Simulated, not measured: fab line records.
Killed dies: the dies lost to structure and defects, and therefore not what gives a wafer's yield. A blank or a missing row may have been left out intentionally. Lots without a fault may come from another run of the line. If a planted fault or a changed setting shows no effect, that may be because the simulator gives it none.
fab line records	flow n5_finfet
record lots=10	wafers=30	last_day=19
route steps=1938 shown MOL_CONTACT_COAG@619 BEOL_M0_SAQP@641 BEOL_M4@1111
lots that met no fault: from a run of the same line without faults
start_h: start of the lot's first displayed wafer, in hours after the record's first day	wait_h: time in hours since the lot's previous step	" as in the row above	L1.1+2: a single row standing in for several wafers	- no value, or no start given	* or withheld: withheld	< > ~ a bound
route shown NAME@n: a module of which the file shows steps, and the number in the route of the first	usual: mean/standard deviation of fault-free wafers	same: alike in all rows	chamber/n: place in a boat	sites: per-site readings	_std_site: their standard deviation	_edge_site: inner sites' mean taken away from outer sites' mean	radius_mm: for every site, how far away it sits from the centre of the wafer	mask NAME#n: copy n	behind: the last tool/chamber to shape the wafer	hold: the reason the lot was held/the length of the hold in hours/how it ended	device: the transistor (n, p or np) that didn't switch	end of line: the tests these same wafers got at the end of their route	step lacking rows: just its recipe	killed: the dies lost at the first sort to structure and to defects; this is not the yield of the wafer	map: a wafer's dies, x killed, . not, _ none there
set.NAME: the setting that was run; set.NAME@STEP: the one run at that earlier step	model.NAME: the simulator's own value behind a step, which no gauge read
route steps across a sampled set of lots; one table per step, one row per wafer
services: the hour from which a tool's chamber was out of use, counted from the record's first day as start_h (under 0 if before that day), plus the number of hours and why
## steps
# step N5_MOL_CONTACT_COAG_STRIP_49
# recipe chemistry=N2/H2	time_s=30	power_w=1000	temp_c=250	pressure_mtorr=withheld	n2_flow_sccm=1750	h2_flow_sccm=3250
# usual drypump_motor_current_A=5.89/0.18	heater_power_w=330/29
lot.wafer	tool	chamber	start_h	wait_h	drypump_motor_current_A	heater_power_w	rf_hours_counter_h
L644.1	plasma_asher-01	1	103.42	-	5.79	304	41
L644.3	"	0	"	"	6.04	340	-
L644.6	"	0	"	"	6.03	346	-
L646.1	plasma_asher-02	1	119.21	-	5.62	384	86
L646.4	"	1	"	"	5.62	377	-
L646.5	"	1	"	"	5.58	370	-
L648.1	plasma_asher-02	1	125.70	-	5.63	378	87
L648.3	"	1	"	"	5.61	377	-
L648.4	"	0	"	"	6.10	311	-
L651.1	plasma_asher-01	0	147.48	-	6.01	344	50
L651.3	"	0	"	"	6.04	344	-
L651.4	"	1	"	"	5.78	307	-
L653.2	plasma_asher-01	1	159.50	-	5.77	305	55
L653.4	"	0	"	"	6.04	342	-
L653.6	"	0	"	"	6.04	341	-
L658.1	plasma_asher-02	1	191.62	-	5.59	388	97
L658.3	"	0	"	"	6.12	315	-
L658.6	"	1	"	"	5.61	378	-
L662.1	plasma_asher-01	1	212.60	-	5.78	298	63
L662.2	"	0	"	"	6.01	347	63
L662.6	"	1	"	"	5.80	308	-
L663.1	plasma_asher-02	0	218.89	-	6.14	306	103
L663.4	"	0	"	"	6.10	312	-
L663.6	"	1	"	"	5.61	377	-
L664.1	plasma_asher-02	1	224.41	-	5.60	382	104
L664.2	"	0	"	"	6.09	301	104
L664.5	"	0	"	"	6.12	310	-
L665.2	plasma_asher-01	0	229.37	-	6.02	344	67
L665.5	"	1	"	"	5.81	310	-
L665.6	"	0	"	"	6.03	346	-
# step N5_MOL_CONTACT_COAG_INSPECT_97
# recipe inspect_instrument=darkfield	mode=post_anneal
# usual raw_defect_count=42/15
lot.wafer	tool	chamber	start_h	wait_h	raw_defect_count
L644.1	defect_inspect-01	-	108.62	0.0	32
L644.3	"	-	"	"	35
L644.6	"	-	"	"	37
L646.1	defect_inspect-01	-	124.34	0.0	20
L646.4	"	-	"	"	20
L646.5	"	-	"	"	13
L648.1	defect_inspect-02	-	129.64	0.0	49
L648.3	"	-	"	"	45
L648.4	"	-	"	"	84
L651.1	defect_inspect-02	-	151.43	0.0	26
L651.3	"	-	"	"	24
L651.4	"	-	"	"	27
L653.2	defect_inspect-02	-	164.72	0.1	32
L653.4	"	-	"	"	67
L653.6	"	-	"	"	30
L658.1	defect_inspect-02	-	195.57	0.0	49
L658.3	"	-	"	"	37
L658.6	"	-	"	"	74
L662.1	defect_inspect-02	-	216.78	0.0	56
L662.2	"	-	"	"	58
L662.6	"	-	"	"	50
L663.1	defect_inspect-01	-	222.85	0.0	47
L663.4	"	-	"	"	52
L663.6	"	-	"	"	40
L664.1	defect_inspect-01	-	228.37	0.0	25
L664.2	"	-	"	"	22
L664.5	"	-	"	"	46
L665.2	defect_inspect-01	-	233.33	0.0	40
L665.5	"	-	"	"	29
L665.6	"	-	"	"	50
# step N5_BEOL_M0_SAQP_COAT_81
# recipe resist=SOC	temp_c=250	time_s=60	spin_rpm=1500	resist_thk_nm=100
# usual heater_power_total_W=500.4/1.8	plate_temp_C=250.01/0.17	resist_line_temp_C=22.99/0.11
lot.wafer	tool	chamber	start_h	wait_h	heater_power_total_W	plate_temp_C	resist_line_temp_C
L644.1	litho_track-02	0	110.92	0.1	502.4	249.82	22.99
L644.3	"	0	"	"	502.7	249.85	22.97
L644.6	"	0	"	"	498.2	249.95	22.96
L646.1	litho_track-01	0	125.98	0.1	498.6	250.09	23.02
L646.4	"	0	"	"	497.9	249.95	22.89
L646.5	"	0	"	"	498.6	250.08	22.99
L648.1	litho_track-02	0	133.20	0.1	502.3	250.08	22.87
L648.3	"	0	"	"	499.5	250.02	22.87
L648.4	"	0	"	"	502.6	250.26	22.84
L651.1	litho_track-02	0	152.29	0.1	507.4	253.58	23.20
L651.3	"	0	"	"	511.1	253.33	23.20
L651.4	"	0	"	"	507.5	253.58	22.99
L653.2	litho_track-02	0	167.15	0.1	510.9	253.76	22.93
L653.4	"	0	"	"	511.0	253.87	23.08
L653.6	"	0	"	"	511.5	253.90	22.94
L658.1	litho_track-01	0	196.70	0.1	502.9	249.88	22.96
L658.3	"	0	"	"	502.0	249.84	22.90
L658.6	"	0	"	"	498.1	249.83	22.96
L662.1	litho_track-02	0	217.99	0.1	500.2	250.01	23.14
L662.2	"	0	"	"	502.5	249.87	23.01
L662.6	"	0	"	"	502.2	250.05	23.09
L663.1	litho_track-04	0	224.26	0.1	502.5	250.33	22.98
L663.4	"	0	"	"	498.6	250.29	23.09
L663.6	"	0	"	"	499.4	250.03	23.21
L664.1	litho_track-04	0	231.59	0.1	502.0	250.09	23.05
L664.2	"	0	"	"	497.7	249.97	23.02
L664.5	"	0	"	"	498.8	250.03	23.01
L665.2	litho_track-01	0	234.78	0.1	502.6	250.05	23.06
L665.5	"	0	"	"	502.2	250.13	23.11
L665.6	"	0	"	"	502.1	250.19	22.89
# step N5_BEOL_M0_SAQP_CD_MEAS_14
# recipe target_cd_nm=42.5	landing_energy_ev=500	detector=se_inlens
# usual cd_nm=42.4/0.33
lot.wafer	tool	chamber	start_h	wait_h	cd_nm
L644.1	cd_sem-01	0	111.38	-	41.9
L644.3	"	0	"	"	42.3
L644.6	"	0	"	"	41.7
L646.1	cd_sem-01	0	126.36	-	42.3
L646.4	"	0	"	"	43.0
L646.5	"	0	"	"	42.5
L648.1	cd_sem-01	0	133.57	-	43.2
L648.3	"	0	"	"	43.1
L648.4	"	0	"	"	43.1
L651.1	cd_sem-02	0	152.66	-	42.1
L651.3	"	0	"	"	42.6
L651.4	"	0	"	"	42.7
L653.2	cd_sem-02	0	167.52	-	42.4
L653.4	"	0	"	"	41.8
L653.6	"	0	"	"	42.1
L658.1	cd_sem-03	0	197.07	-	42.8
L658.3	"	0	"	"	41.9
L658.6	"	0	"	"	41.9
L662.1	cd_sem-01	0	218.36	-	42.5
L662.2	"	0	"	"	42.6
L662.6	"	0	"	"	42.7
L663.1	cd_sem-02	0	224.62	-	41.9
L663.4	"	0	"	"	41.8
L663.6	"	0	"	"	42.2
L664.1	cd_sem-02	0	231.96	-	42.1
L664.2	"	0	"	"	43.0
L664.5	"	0	"	"	42.6
L665.2	cd_sem-02	0	235.15	-	42.5
L665.5	"	0	"	"	42.6
L665.6	"	0	"	"	43.0
# step N5_BEOL_M4_RC_MEAS_101
# usual DIBL_N=35.8/1.7	DIBL_P=35.3/2	IOFF_N=0.150/0.026	IOFF_P=0.194/0.029	ION_N=667/11	ION_P=456/7.1	SS_N=71.4/0.65	SS_P=73.1/0.64	VT_N=251/3	VT_P=-252/3.2
lot.wafer	tool	chamber	start_h	wait_h	DIBL_N[mV/V]	DIBL_P[mV/V]	IOFF_N[nA/um]	IOFF_P[nA/um]	ION_N[uA/um]	ION_P[uA/um]	SS_N[mV/dec]	SS_P[mV/dec]	VT_N[mV]	VT_P[mV]
L644.1	prober-01	0	209.88	0.0	36.5	36.8	0.156	0.193	678	461	72.2	73.0	253	-252
L644.3	"	0	"	"	32.5	32.0	0.103	0.136	649	447	70.9	71.8	258	-258
L644.6	"	0	"	"	35.6	36.5	0.150	0.190	675	466	71.2	74.1	250	-254
L646.1	prober-02	0	223.98	0.0	36.1	36.4	0.148	0.197	663	452	71.0	73.3	252	-252
L646.4	"	0	"	"	36.0	36.0	0.150	0.196	671	462	71.1	73.4	253	-255
L646.5	"	0	"	"	37.7	37.8	0.173	0.228	666	457	72.4	74.0	247	-250
L648.1	prober-02	0	244.26	0.0	36.4	35.5	0.157	0.188	673	457	71.0	72.8	251	-249
L648.3	"	0	"	"	37.6	37.3	0.187	0.220	688	463	71.5	73.7	246	-249
L648.4	"	0	"	"	34.9	33.0	0.123	0.159	658	450	70.8	73.2	256	-253
L651.1	prober-02	0	269.99	0.0	34.0	35.8	0.141	0.208	676	468	70.9	72.7	250	-249
L651.3	"	0	"	"	32.6	33.2	0.123	0.172	667	458	70.8	71.9	251	-251
L651.4	"	0	"	"	36.1	38.3	0.184	0.250	680	468	71.3	73.2	247	-243
L653.2	prober-01	0	277.01	0.2	34.5	36.0	0.148	0.217	665	464	71.5	73.9	250	-247
L653.4	"	0	"	"	33.9	34.6	0.136	0.202	660	463	70.9	72.9	251	-250
L653.6	"	0	"	"	35.6	36.7	0.175	0.238	671	462	71.9	73.8	247	-246
L658.1	prober-01	0	317.67	0.0	38.3	35.3	0.186	0.213	669	456	72.2	73.8	247	-252
L658.3	"	0	"	"	36.9	34.6	0.161	0.204	677	466	71.9	73.9	249	-251
L658.6	"	0	"	"	37.8	34.8	0.171	0.199	688	464	72.1	73.1	248	-250
L662.1	prober-02	0	327.20	0.0	36.4	34.8	0.156	0.168	648	436	72.4	73.4	254	-253
L662.2	"	0	"	"	35.6	34.5	0.137	0.160	665	450	71.5	73.4	251	-254
L662.6	"	0	"	"	38.0	37.2	0.190	0.194	679	455	72.3	74.3	248	-253
L663.1	prober-01	0	335.82	0.0	36.1	35.1	0.165	0.231	666	467	71.9	72.7	245	-246
L663.4	"	0	"	"	38.2	36.6	0.209	0.262	691	470	71.8	73.3	243	-244
L663.6	"	0	"	"	34.3	31.9	0.121	0.186	652	458	70.9	72.6	251	-251
L664.1	prober-01	0	338.72	0.0	33.6	33.6	0.139	0.173	664	454	70.7	72.6	250	-253
L664.2	"	0	"	"	33.7	32.3	0.123	0.147	652	452	70.9	71.9	254	-257
L664.5	"	0	"	"	33.3	32.0	0.122	0.149	652	445	70.9	72.5	251	-256
L665.2	prober-01	0	344.32	0.2	34.3	34.8	0.117	0.170	668	463	70.9	73.4	255	-253
L665.5	"	0	"	"	36.6	37.6	0.153	0.217	666	458	71.9	73.2	253	-251
L665.6	"	0	"	"	34.5	35.9	0.129	0.184	674	463	71.3	73.1	252	-253
## services
tool	chamber	start_h	hours	kind
plasma_asher-02	-	140.98	21.8	repair
plasma_asher-01	-	188.63	5.5	repair
plasma_asher-01	-	221.40	3.2	repair
## key
first_sign step=N5_BEOL_M0_SAQP_COAT_81	reading=plate_temp_C	direction=up	sigmas=21	usual=*	struck=*
effect step=N5_BEOL_M0_SAQP_COAT_81	reading=heater_power_total_W	direction=up	sigmas=5.1	usual=*	struck=*
met_at N5_BEOL_M0_SAQP_COAT_81
struck_lots L651,L653
not_acting_at N5_MOL_CONTACT_COAG_STRIP_49,N5_MOL_CONTACT_COAG_INSPECT_97,N5_BEOL_M0_SAQP_CD_MEAS_14
onset_between 133.20 152.29
fault kind=process_parameter_drift	tool=litho_track-02	chamber=-	onset_h=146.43	steps=N5_BEOL_M0_SAQP_COAT_81	channel=temp_c	offset=*	shape=step	end_h=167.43	acts_in=*	stated=*
